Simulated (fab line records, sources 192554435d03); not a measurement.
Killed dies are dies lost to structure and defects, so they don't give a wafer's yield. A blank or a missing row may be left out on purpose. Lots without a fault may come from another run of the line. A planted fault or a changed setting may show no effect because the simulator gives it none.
Which tool did it? | flow n5_finfet | 10 lots, 30 wafers sampled, at 2 steps of a route of 1938

WHAT THE GAUGES READ, wafer by wafer
N5_MOL_CONTACT_COAG_CD_MEAS_99: target cd 17.2 nm.
lot  | measured     | on        | cd_nm (nm)
L076 | day 5 08:52  | cd_sem-01 | 17.7 17.5 16.9
L077 | day 5 22:50  | cd_sem-03 | 17.7 17.2 17.5
L079 | day 6 08:18  | cd_sem-01 | 17.6 17.3 17.5
L083 | day 6 23:07  | cd_sem-01 | 17.2 17.1 16.9
L085 | day 7 12:07  | cd_sem-02 | 17.1 16.6 17.1
L087 | day 7 23:01  | cd_sem-03 | 17.2 16.8 17.3
L090 | day 8 22:08  | cd_sem-03 | 16.9 17.6 17.5
L092 | day 9 05:44  | cd_sem-02 | 17.5 17.7 17.4
L094 | day 9 18:06  | cd_sem-01 | 17.0 16.8 17.1
L096 | day 10 06:44 | cd_sem-02 | 17.4 16.9 17.1

WHICH TOOL RAN EACH LOT (tool, then ch and the chambers of the sampled wafers, then the start)
lot  | N5_MOL_CONTACT_COAG_STRIP_98
L076 | rie_diel-03 ch 0,2, day 5 08:47
L077 | rie_diel-01 ch 1,2, day 5 22:46
L079 | rie_diel-01 ch 1,3, day 6 08:14
L083 | rie_diel-03 ch 0,3, day 6 23:03
L085 | rie_diel-01 ch 0,2,3, day 7 12:03
L087 | rie_diel-01 ch 0,3, day 7 22:56
L090 | rie_diel-01 ch 1,2, day 8 22:04
L092 | rie_diel-01 ch 0,1,3, day 9 05:40
L094 | rie_diel-01 ch 0,2,3, day 9 18:01
L096 | rie_diel-03 ch 0,1,3, day 10 06:40
- N5_MOL_CONTACT_COAG_STRIP_98: strips in N2/H2.

THE ANSWER, worked out from the rows above alone
Rule: what is usual is taken from the lots themselves. Put in order of their means at a reading, lots are off if they are a third of the lots or fewer, leave a main group of 4 or more, and stand apart from it by a gap of 3 or more times the standard deviation of the main group's means; of several such gaps the widest counts. A main group whose means are all the same, to the digits that the tables above print for the reading, isn't used. A lot without any number at a reading at which 4 lots or more have one is off too. The other lots that the step has rows for count as sound.
No lot is off at any reading shown: from this, nothing can be told.

WHAT THE SIMULATOR HAD PUT IN
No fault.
